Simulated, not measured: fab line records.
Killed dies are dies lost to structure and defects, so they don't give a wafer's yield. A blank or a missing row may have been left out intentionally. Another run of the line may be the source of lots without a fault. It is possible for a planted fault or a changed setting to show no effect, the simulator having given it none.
Chamber matching    flow nand-harc    NHARC_A_DECK1_JOINT_ETCHBACK_00 on rie-si-06: 4 sister chambers
The step etches the open film in HBr, target depth 30 nm, time 17.4 s. 4 wafers are shown with their chamber, then 9 later ones without.

== WAFERS, EACH WITH ITS CHAMBER ==
wafer   chamber  drypump-motor-current-A (A)
L076.1  1        5.4
L086.4  3        6.3
L087.4  0        5.8
L087.6  2        5.3

== WAFERS WHOSE CHAMBER IS MISSING ==
wafer   drypump-motor-current-A (A)
L088.1  5.3
L088.2  5.3
L088.4  6.3
L094.1  5.4
L094.4  5.3
L094.5  5.9
L097.2  5.4
L097.5  5.3
L097.6  6.3

== THE CHAMBER EACH PASSED THROUGH ==
wafer    from the rows above   in truth
L088.1   2                     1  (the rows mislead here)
L088.2   2                     2
L088.4   3                     3
L094.1   1                     1
L094.4   2                     2
L094.5   0                     0
L097.2   1                     1
L097.5   2                     2
L097.6   3                     3
Correctly placed: 8 of 9. Number that these rows cannot place: 0. Number placed wrongly: 1.
How it was worked out, from the rows above alone: a wafer's distance from a chamber is the root of the sum, over the readings, of the square of ((its reading less the chamber's mean) divided by the reading's scatter). If the next closest chamber is less than 2 further off than the closest, the wafer can't be placed; otherwise it belongs to the closest. Each chamber's mean is taken over the wafers shown for it. The scatter: with one shown wafer a chamber, the root of the mean of the squares of how far each hidden wafer lies from its nearest shown one.
